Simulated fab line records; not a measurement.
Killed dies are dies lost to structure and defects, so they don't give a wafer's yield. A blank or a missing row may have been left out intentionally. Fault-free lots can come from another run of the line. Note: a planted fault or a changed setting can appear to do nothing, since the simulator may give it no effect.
Which tool was responsible?	flow n5_finfet	24 lots with 72 wafers sampled at 6 steps, on a route of 1938 steps

WHAT EACH GAUGE READ, for each wafer
N5_BEOL_M12_CD_MEAS_10 targets a cd of 140 nm.
lot	measured	on	cd_nm (nm)
L074	day 10 17:40	cd_sem-01	139.9 139.9 139.5
L077	day 11 15:49	cd_sem-02	138.0 139.3 139.8
L075	day 11 23:13	cd_sem-02	140.1 138.8 140.1
L079	day 12 06:22	cd_sem-03	141.1 141.8 139.7
L078	day 12 06:35	cd_sem-03	140.0 141.4 142.2
L076	day 12 07:01	cd_sem-03	141.1 138.7 142.0
L082	day 13 07:56	cd_sem-02	141.6 140.9 140.1
L081	day 13 08:17	cd_sem-01	140.3 138.1 139.9
L083	day 13 19:31	cd_sem-03	142.4 139.8 141.7
L080	day 13 20:37	cd_sem-02	140.3 140.4 140.5
L085	day 13 22:35	cd_sem-01	141.0 140.6 138.8
L084	day 13 22:52	cd_sem-02	143.1 139.7 140.6
L086	day 14 12:20	cd_sem-01	139.8 142.2 141.5
L090	day 14 19:37	cd_sem-02	140.0 141.6 140.0
L087	day 15 14:38	cd_sem-03	139.3 140.3 138.8
L088	day 15 14:55	cd_sem-01	138.0 138.9 139.4
L089	day 15 16:14	cd_sem-03	141.3 142.5 138.3
L091	day 15 18:48	cd_sem-03	141.3 140.9 139.9
L092	day 16 21:22	cd_sem-02	138.9 140.6 139.7
L094	day 17 08:38	cd_sem-01	142.0 139.4 138.9
L093	day 17 15:36	cd_sem-03	140.3 143.6 140.6
L097	day 17 20:27	cd_sem-03	140.1 141.1 139.8
L096	day 18 00:08	cd_sem-01	139.1 139.5 139.3
L095	day 18 03:38	cd_sem-01	140.2 141.4 139.5

N5_BEOL_M13_OCD_MEAS_35.
lot	measured	on	trench_depth_nm (nm)
L074	day 11 00:01	ocd-02	404 408 405
L077	day 11 22:17	ocd-01	414 423 413
L075	day 12 07:27	ocd-01	412 417 427
L079	day 12 13:31	ocd-02	398 410 425
L078	day 12 14:08	ocd-02	408 409 409
L076	day 12 16:11	ocd-02	417 390 395
L082	day 13 21:59	ocd-01	407 398 402
L081	day 13 22:08	ocd-02	411 423 406
L083	day 14 01:26	ocd-01	413 408 427
L080	day 14 05:30	ocd-02	399 408 401
L085	day 14 05:51	ocd-01	411 416 413
L084	day 14 06:08	ocd-02	408 405 416
L086	day 14 21:16	ocd-02	424 407 413
L090	day 15 01:36	ocd-02	415 409 428
L087	day 15 21:31	ocd-02	406 430 425
L088	day 15 21:53	ocd-02	412 398 425
L089	day 16 01:04	ocd-01	411 419 414
L091	day 16 02:16	ocd-01	411 415 432
L092	day 17 06:41	ocd-01	419 423 398
L094	day 17 16:52	ocd-02	421 399 399
L093	day 17 23:24	ocd-01	416 423 422
L097	day 18 06:05	ocd-01	424 411 428
L096	day 18 07:02	ocd-01	403 403 401
L095	day 18 12:10	ocd-02	420 422 422

N5_BEOL_M13_THK_MEAS_50: measures by xrf.
lot	measured	on	M13_THK (nm)
L074	day 11 03:40	film_metro-02	420 423 421
L077	day 12 00:35	film_metro-02	433 443 433
L075	day 12 08:55	film_metro-01	423 426 438
L079	day 12 15:08	film_metro-01	404 420 434
L078	day 12 15:49	film_metro-02	428 427 426
L076	day 12 19:17	film_metro-01	426 399 404
L082	day 13 23:25	film_metro-01	417 406 413
L081	day 14 01:34	film_metro-02	424 437 421
L083	day 14 04:25	film_metro-01	424 417 436
L080	day 14 08:34	film_metro-01	410 421 413
L085	day 14 08:50	film_metro-02	426 431 428
L084	day 14 10:53	film_metro-02	430 423 434
L086	day 14 23:35	film_metro-01	437 421 425
L090	day 15 05:33	film_metro-01	424 417 437
L087	day 16 00:23	film_metro-01	414 439 435
L088	day 16 00:47	film_metro-01	419 410 436
L089	day 16 03:44	film_metro-01	420 424 424
L091	day 16 04:29	film_metro-01	413 419 435
L092	day 17 09:04	film_metro-01	422 432 406
L094	day 17 21:02	film_metro-02	439 412 416
L093	day 18 01:40	film_metro-01	424 429 426
L097	day 18 11:23	film_metro-01	434 419 437
L096	day 18 11:41	film_metro-01	404 400 401
L095	day 18 14:35	film_metro-02	435 438 439

EACH LOT AND THE TOOL THAT RAN IT (in order: tool; ch and the chambers of the sampled wafers; start)
lot	N5_BEOL_M12_SPUTTER_43	N5_BEOL_M13_ETCH_68	N5_BEOL_M13_SPUTTER_44
L074	pvd_sputter-03, day 10 20:30	rie_diel-02 ch 0,2,3, day 10 23:37	pvd_sputter-03, day 11 02:13
L077	pvd_sputter-02, day 11 18:54	rie_diel-06 ch 0,3, day 11 21:54	pvd_sputter-03, day 11 23:38
L075	pvd_sputter-02, day 12 03:34	rie_diel-06 ch 0,1,3, day 12 07:04	pvd_sputter-01, day 12 07:58
L079	pvd_sputter-02, day 12 10:07	rie_diel-05 ch 0,1,2, day 12 13:07	pvd_sputter-02, day 12 14:11
L078	pvd_sputter-02, day 12 10:44	rie_diel-05 ch 0,3, day 12 13:44	pvd_sputter-02, day 12 14:52
L076	pvd_sputter-02, day 12 12:10	rie_diel-05 ch 1,2, day 12 15:47	pvd_sputter-01, day 12 18:17
L082	pvd_sputter-01, day 13 18:25	rie_diel-02 ch 1,3, day 13 21:35	pvd_sputter-03, day 13 22:28
L081	pvd_sputter-02, day 13 18:31	rie_diel-06 ch 0,1,3, day 13 21:50	pvd_sputter-01, day 14 00:29
L083	pvd_sputter-02, day 13 22:02	rie_diel-06 ch 0,1, day 14 01:02	pvd_sputter-03, day 14 03:11
L080	pvd_sputter-01, day 14 01:47	rie_diel-02 ch 0,1, day 14 05:06	pvd_sputter-02, day 14 07:31
L085	pvd_sputter-03, day 14 02:32	rie_diel-06 ch 1,3, day 14 05:28	pvd_sputter-01, day 14 07:31
L084	pvd_sputter-02, day 14 02:47	rie_diel-05 ch 0,3, day 14 05:44	pvd_sputter-02, day 14 09:56
L086	pvd_sputter-01, day 14 17:18	rie_diel-06 ch 1,2,3, day 14 20:52	pvd_sputter-02, day 14 22:38
L090	pvd_sputter-02, day 14 22:04	rie_diel-06 ch 0,1,3, day 15 01:13	pvd_sputter-02, day 15 04:19
L087	pvd_sputter-03, day 15 17:59	rie_diel-06 ch 1,2, day 15 21:07	pvd_sputter-02, day 15 23:26
L088	pvd_sputter-02, day 15 18:03	rie_diel-05 ch 0,1,2, day 15 21:29	pvd_sputter-02, day 15 23:45
L089	pvd_sputter-01, day 15 21:32	rie_diel-05 ch 0,2, day 16 00:40	pvd_sputter-03, day 16 02:47
L091	pvd_sputter-02, day 15 22:59	rie_diel-06 ch 0,1,3, day 16 01:52	pvd_sputter-01, day 16 03:31
L092	pvd_sputter-03, day 17 03:18	rie_diel-06 ch 0,1,2, day 17 06:17	pvd_sputter-02, day 17 08:07
L094	pvd_sputter-01, day 17 13:25	rie_diel-02 ch 1,2,3, day 17 16:28	pvd_sputter-03, day 17 19:55
L093	pvd_sputter-02, day 17 19:34	rie_diel-05 ch 2,3, day 17 23:01	pvd_sputter-01, day 18 00:43
L097	pvd_sputter-02, day 18 02:31	rie_diel-06 ch 0,2,3, day 18 05:41	pvd_sputter-03, day 18 10:05
L096	pvd_sputter-03, day 18 02:41	rie_diel-02 ch 0,3, day 18 06:38	pvd_sputter-02, day 18 10:30
L095	pvd_sputter-03, day 18 08:25	rie_diel-05 ch 1,2,3, day 18 11:46	pvd_sputter-02, day 18 13:38
- N5_BEOL_M12_SPUTTER_43: material TaN, target thk 15 nm, time 24.19 s.
- N5_BEOL_M13_ETCH_68: etches SOC in N2/H2, time 355 s.
- N5_BEOL_M13_SPUTTER_44: material Ta, target thk 10 nm, time 16.13 s.

WHAT THE TOOLS THEMSELVES READ (means of the sampled wafers that have a number; where no wafer has one, the mark that the record gives instead)
N5_BEOL_M12_SPUTTER_43.
lot	tool	throttle_valve_pct (%)
L074	pvd_sputter-03	29.4
L077	pvd_sputter-02	27.4
L075	pvd_sputter-02	28.5
L079	pvd_sputter-02	28.5
L078	pvd_sputter-02	30.0
L076	pvd_sputter-02	29.1
L082	pvd_sputter-01	29.8
L081	pvd_sputter-02	28.5
L083	pvd_sputter-02	30.5
L080	pvd_sputter-01	29.2
L085	pvd_sputter-03	30.0
L084	pvd_sputter-02	30.5
L086	pvd_sputter-01	29.2
L090	pvd_sputter-02	29.8
L087	pvd_sputter-03	29.6
L088	pvd_sputter-02	29.2
L089	pvd_sputter-01	29.2
L091	pvd_sputter-02	29.7
L092	pvd_sputter-03	29.5
L094	pvd_sputter-01	29.6
L093	pvd_sputter-02	29.2
L097	pvd_sputter-02	27.8
L096	pvd_sputter-03	29.6
L095	pvd_sputter-03	29.4

N5_BEOL_M13_ETCH_68.
lot	tool	bias_w (W)	drypump_motor_current_A (A)	oes_product_au (a.u.)	rf_vpp_V (V)	showerhead_plenum_p_Torr (Torr)	throttle_valve_pct (%)
L074	rie_diel-02	349.1	6.3	0.72	522.5	2.50	18.02
L077	rie_diel-06	350.1	5.9	0.76	526.0	2.61	17.82
L075	rie_diel-06	350.8	6.0	0.78	523.6	2.55	17.73
L079	rie_diel-05	349.9	6.1	0.84	522.9	2.51	17.66
L078	rie_diel-05	349.8	5.5	0.76	524.0	2.53	17.69
L076	rie_diel-05	349.4	6.1	0.77	520.4	2.45	17.93
L082	rie_diel-02	350.6	6.0	0.70	524.1	2.56	17.97
L081	rie_diel-06	349.9	6.0	0.77	524.2	2.55	17.75
L083	rie_diel-06	350.8	6.0	0.78	521.9	2.49	17.64
L080	rie_diel-02	349.2	6.0	0.68	526.4	2.59	17.98
L085	rie_diel-06	350.8	5.7	0.72	523.1	2.50	17.77
L084	rie_diel-05	350.3	5.7	0.80	524.1	2.55	17.53
L086	rie_diel-06	349.1	6.0	0.81	525.0	2.59	17.77
L090	rie_diel-06	350.3	5.9	0.76	524.9	2.54	17.76
L087	rie_diel-06	349.1	6.4	0.88	525.7	2.62	17.66
L088	rie_diel-05	350.2	6.1	0.80	523.8	2.50	17.68
L089	rie_diel-05	350.7	6.2	0.84	523.8	2.56	17.41
L091	rie_diel-06	350.3	6.0	0.75	523.8	2.54	17.77
L092	rie_diel-06	349.8	6.3	0.83	524.8	2.57	17.67
L094	rie_diel-02	349.9	6.0	0.77	522.9	2.51	17.90
L093	rie_diel-05	348.3	5.7	0.91	521.8	2.49	17.50
L097	rie_diel-06	349.7	6.2	0.82	526.6	2.63	17.78
L096	rie_diel-02	350.1	6.5	0.69	522.7	2.49	18.18
L095	rie_diel-05	350.1	5.9	0.93	523.6	2.57	17.61

N5_BEOL_M13_SPUTTER_44.
lot	tool	throttle_valve_pct (%)
L074	pvd_sputter-03	29.7
L077	pvd_sputter-03	29.7
L075	pvd_sputter-01	29.1
L079	pvd_sputter-02	29.2
L078	pvd_sputter-02	30.5
L076	pvd_sputter-01	28.5
L082	pvd_sputter-03	29.5
L081	pvd_sputter-01	29.0
L083	pvd_sputter-03	29.5
L080	pvd_sputter-02	28.4
L085	pvd_sputter-01	29.3
L084	pvd_sputter-02	29.3
L086	pvd_sputter-02	28.6
L090	pvd_sputter-02	28.7
L087	pvd_sputter-02	29.3
L088	pvd_sputter-02	29.1
L089	pvd_sputter-03	29.3
L091	pvd_sputter-01	29.0
L092	pvd_sputter-02	29.8
L094	pvd_sputter-03	29.6
L093	pvd_sputter-01	29.3
L097	pvd_sputter-03	29.4
L096	pvd_sputter-02	28.2
L095	pvd_sputter-02	28.5

THE ANSWER, worked out from the rows above alone
Rule: what is usual is taken from the lots themselves. Put in order of their means at a reading, lots are off if they are a third of the lots or fewer, leave a main group of 4 or more, and stand apart from it by a gap of 3 or more times the standard deviation of the main group's means; of several such gaps the widest counts. A main group whose means are all the same, to the digits that the tables above print for the reading, isn't used. Also off: a lot with no number at a reading for which 4 or more lots have one. The other lots that the step has rows for count as sound. After the gauges, taken in route order, come the tools' own readings; for these a lot's mean is taken, as printed above. The first step at which some lot is off is used, and at that step the reading that is off furthest; a lot without a number counts as furthest.
No lot is off at any reading shown: from this, nothing can be told.

WHAT THE SIMULATOR PUT IN
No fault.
